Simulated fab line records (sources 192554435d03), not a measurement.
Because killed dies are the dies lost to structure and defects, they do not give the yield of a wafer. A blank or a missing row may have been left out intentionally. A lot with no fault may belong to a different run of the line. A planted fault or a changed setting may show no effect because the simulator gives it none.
Which tool is to blame? + flow n5 finfet + 11 lots with 33 wafers sampled at 2 steps, on a route of 1938 steps

## WHAT THE GAUGES SHOWED, per wafer
N5_BEOL_M15_OVL_MEAS_29. Usual: M15_OVL -3 nm, standard deviation 5.2.
| lot  | measured     | on         | M15_OVL (nm) | flag |
|------|--------------|------------|--------------|------|
| L524 | day 11 04:45 | overlay-01 | -3 -4 -1     |      |
| L523 | day 11 20:09 | overlay-01 | -12 -9 -11   |      |
| L525 | day 12 06:25 | overlay-02 | -5 -3 -10    |      |
| L532 | day 14 02:07 | overlay-02 | -2 0 1       |      |
| L537 | day 15 07:32 | overlay-02 | 2 1 -5       |      |
| L539 | day 15 16:08 | overlay-01 | 1 -3 -2      |      |
| L541 | day 16 07:01 | overlay-02 | -4 -3 -5     |      |
| L538 | day 16 07:39 | overlay-02 | -15 -2 -11   |      |
| L540 | day 16 15:02 | overlay-02 | -3 -8 -2     |      |
| L542 | day 16 21:37 | overlay-02 | 5 -3 1       |      |
| L545 | day 17 15:32 | overlay-01 | -7 -9 -9     |      |

## WHAT TOOL EACH LOT RAN ON (gives the tool, then ch and the chambers of the sampled wafers, and finally the start)
| lot  | N5_BEOL_M15_STRIP_64                          |
|------|-----------------------------------------------|
| L524 | rie diel-03 ch 0,2,3, day 11 04:45 or earlier |
| L523 | rie diel-06 ch 0,3, day 11 20:09 or earlier   |
| L525 | rie diel-01 ch 1,2, day 12 06:25 or earlier   |
| L532 | rie diel-06 ch 0,1,3, day 14 02:07 or earlier |
| L537 | rie diel-03 ch 1,2,3, day 15 07:32 or earlier |
| L539 | rie diel-01 ch 1,3, day 15 16:08 or earlier   |
| L541 | rie diel-03 ch 1,3, day 16 07:01 or earlier   |
| L538 | rie diel-06 ch 2,3, day 16 07:39 or earlier   |
| L540 | rie diel-03 ch 0,3, day 16 15:02 or earlier   |
| L542 | rie diel-01 ch 0,1,2, day 16 21:37 or earlier |
| L545 | rie diel-03 ch 0,1,2, day 17 15:32 or earlier |
- N5_BEOL_M15_STRIP_64: strips in O2.

## WHAT THE TOOLS THEMSELVES READ (means of the sampled wafers that have a number; where no wafer has one, the mark that the record gives instead)
N5_BEOL_M15_STRIP_64. Usual: drypump motor current A 5.8 A, standard deviation 0.44; oes product au 0.79 a.u., standard deviation 0.099; rf vpp V 3.7 V, standard deviation 0.49; showerhead plenum p Torr 2.08 Torr, standard deviation 0.087; throttle valve pct 16.72 %, standard deviation 0.29.
| lot  | tool        | drypump motor current A (A) | oes product au (a.u.) | rf vpp V (V) | showerhead plenum p Torr (Torr) | throttle valve pct (%) | flag |
|------|-------------|-----------------------------|-----------------------|--------------|---------------------------------|------------------------|------|
| L524 | rie diel-03 | 5.9                         | 0.73                  | 3.4          | 2.10                            | 16.68                  |      |
| L523 | rie diel-06 | 6.1                         | 0.75                  | 3.3          | 1.94                            | 16.41                  |      |
| L525 | rie diel-01 | 5.5                         | 0.83                  | 3.3          | 2.14                            | 16.69                  |      |
| L532 | rie diel-06 | 6.3                         | 0.76                  | 3.8          | 2.03                            | 16.48                  |      |
| L537 | rie diel-03 | 6.3                         | 0.69                  | 3.9          | 2.03                            | 16.75                  |      |
| L539 | rie diel-01 | 5.5                         | 0.82                  | 3.6          | 2.09                            | 16.73                  |      |
| L541 | rie diel-03 | 6.1                         | 0.71                  | 3.6          | 1.98                            | 16.58                  |      |
| L538 | rie diel-06 | 5.7                         | 0.85                  | 4.1          | 2.00                            | 16.71                  |      |
| L540 | rie diel-03 | 5.8                         | 0.72                  | 3.9          | 2.04                            | 16.58                  |      |
| L542 | rie diel-01 | 5.5                         | 0.80                  | 3.3          | 2.11                            | 16.74                  |      |
| L545 | rie diel-03 | 6.2                         | 0.88                  | 4.0          | 2.17                            | 16.73                  |      |

## THE ANSWER, worked out from the rows above alone
Rule: take the mean of a lot's wafers that have a number; if it is more than 3 standard deviations from the usual mean, the lot is off. Also off: a lot with no number at a reading for which 4 or more lots have one. Any other lot the step has rows for is counted as sound. Order of review: gauges by route order, followed by the tools' own readings, for which a lot's mean as printed above is used. At the first step where some lot is off, the reading lying furthest off is the one used; lots without a number count as furthest.
Nothing can be told from this: no lot is off at any reading shown.

## WHAT HAD BEEN PUT IN BY THE SIMULATOR
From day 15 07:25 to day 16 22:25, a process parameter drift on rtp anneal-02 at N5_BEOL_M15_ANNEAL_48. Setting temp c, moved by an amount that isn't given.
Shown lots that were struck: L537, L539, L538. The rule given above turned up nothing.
